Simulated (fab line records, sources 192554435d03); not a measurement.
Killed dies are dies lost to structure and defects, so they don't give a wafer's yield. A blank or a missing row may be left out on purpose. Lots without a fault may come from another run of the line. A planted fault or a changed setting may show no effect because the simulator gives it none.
Which tool did it? | flow n5_finfet | 11 lots, 33 wafers sampled, at 2 steps of a route of 1938

WHAT THE GAUGES READ, wafer by wafer
N5_PASSIVATION_OVL_MEAS_60.
lot  | measured     | on         | TV_OVL (nm)
L539 | day 12 19:11 | overlay-02 | -2 -6 -5
L540 | day 12 22:35 | overlay-01 | 7 7 0
L542 | day 13 04:50 | overlay-02 | 3 -5 -3
L541 | day 13 14:18 | overlay-02 | -3 -6 2
L545 | day 13 23:35 | overlay-01 | 5 0 2
L546 | day 14 09:34 | overlay-02 | 3 1 0
L548 | day 15 02:49 | overlay-02 | -4 0 4
L547 | day 15 04:00 | overlay-02 | 0 6 0
L550 | day 15 23:44 | overlay-01 | 5 1 0
L555 | day 17 11:31 | overlay-02 | -2 -2 -4
L562 | day 18 22:32 | overlay-02 | 1 -4 -2

WHICH TOOL RAN EACH LOT (tool, then ch and the chambers of the sampled wafers, then the start)
lot  | N5_BEOL_M2_TRENCH_ETCH_37
L539 | rie_diel-01 ch 0,2,3, day 7 11:43
L540 | rie_diel-01 ch 1,2,3, day 7 14:05
L542 | rie_diel-03 ch 0,2,3, day 7 16:11
L541 | rie_diel-01 ch 0,1,2, day 7 20:38
L545 | rie_diel-03 ch 2,3, day 8 05:44
L546 | rie_diel-04 ch 0,2, day 8 17:31
L548 | rie_diel-03 ch 2,3, day 9 00:47
L547 | rie_diel-03 ch 1,2, day 9 04:35
L550 | rie_diel-03 ch 0,1,3, day 10 09:25
L555 | rie_diel-03 ch 0,1,2, day 10 23:05
L562 | rie_diel-01 ch 0,1, day 13 09:05
- N5_BEOL_M2_TRENCH_ETCH_37: etches SiOC in C4F6/O2, target depth 55.555 nm, time 29.2 s.

THE ANSWER, worked out from the rows above alone
Rule: what is usual is taken from the lots themselves. Put in order of their means at a reading, lots are off if they are a third of the lots or fewer, leave a main group of 4 or more, and stand apart from it by a gap of 3 or more times the standard deviation of the main group's means; of several such gaps the widest counts. A main group whose means are all the same, to the digits that the tables above print for the reading, isn't used. A lot without any number at a reading at which 4 lots or more have one is off too. The other lots that the step has rows for count as sound.
No lot is off at any reading shown: from this, nothing can be told.

WHAT THE SIMULATOR HAD PUT IN
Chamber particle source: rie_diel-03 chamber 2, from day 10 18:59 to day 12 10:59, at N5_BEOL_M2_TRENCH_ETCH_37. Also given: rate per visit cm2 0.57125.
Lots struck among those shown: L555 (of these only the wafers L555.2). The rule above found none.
